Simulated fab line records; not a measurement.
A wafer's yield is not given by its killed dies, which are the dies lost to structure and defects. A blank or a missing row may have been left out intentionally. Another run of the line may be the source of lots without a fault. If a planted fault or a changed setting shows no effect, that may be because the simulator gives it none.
Chamber matching    flow n5_finfet    cvd_co-01 running N5_BEOL_M8_CVD_78: 3 sister chambers
The step deposits Co from CCTBA/H2, target thk 2 nm, time 142.3 s. 3 wafers are shown with their chamber, then 7 later ones without.

== WAFERS WITH THEIR CHAMBER ==
wafer   chamber  run_length_s (s)
L192.3  1        165.1
L190.3  0        165.8
L190.4  2        165.1

== WAFERS MISSING THEIR CHAMBER ==
wafer   run_length_s (s)
L190.5  165.6
L204.1  165.3
L204.2  165.1
L204.4  164.6
L205.2  164.4
L205.4  165.3
L205.5  164.5

== THE CHAMBER EACH PASSED THROUGH ==
wafer   from the rows above           in truth
L190.5  can't be placed: 0 or 1 or 2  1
L204.1  can't be placed: 1 or 2 or 0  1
L204.2  can't be placed: 1 or 2 or 0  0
L204.4  can't be placed: 1 or 2 or 0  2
L205.2  can't be placed: 1 or 2 or 0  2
L205.4  can't be placed: 1 or 2 or 0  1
L205.5  can't be placed: 1 or 2 or 0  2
Placed correctly: 0 of 7. From these rows, 7 cannot be placed; in 7 the true chamber is one of the candidates. Wrongly placed: 0.
How it was worked out, from the rows above alone: a wafer's distance from a chamber is the root of the sum, over the readings, of the square of ((its reading less the chamber's mean) divided by the reading's scatter). The wafer belongs to the nearest chamber; if the next one is less than 2 further off, it can't be placed. Each chamber's mean is taken over the wafers shown for it. The scatter (one wafer shown for each chamber): square how far every hidden wafer sits from the nearest shown wafer, average those squares and take the square root.
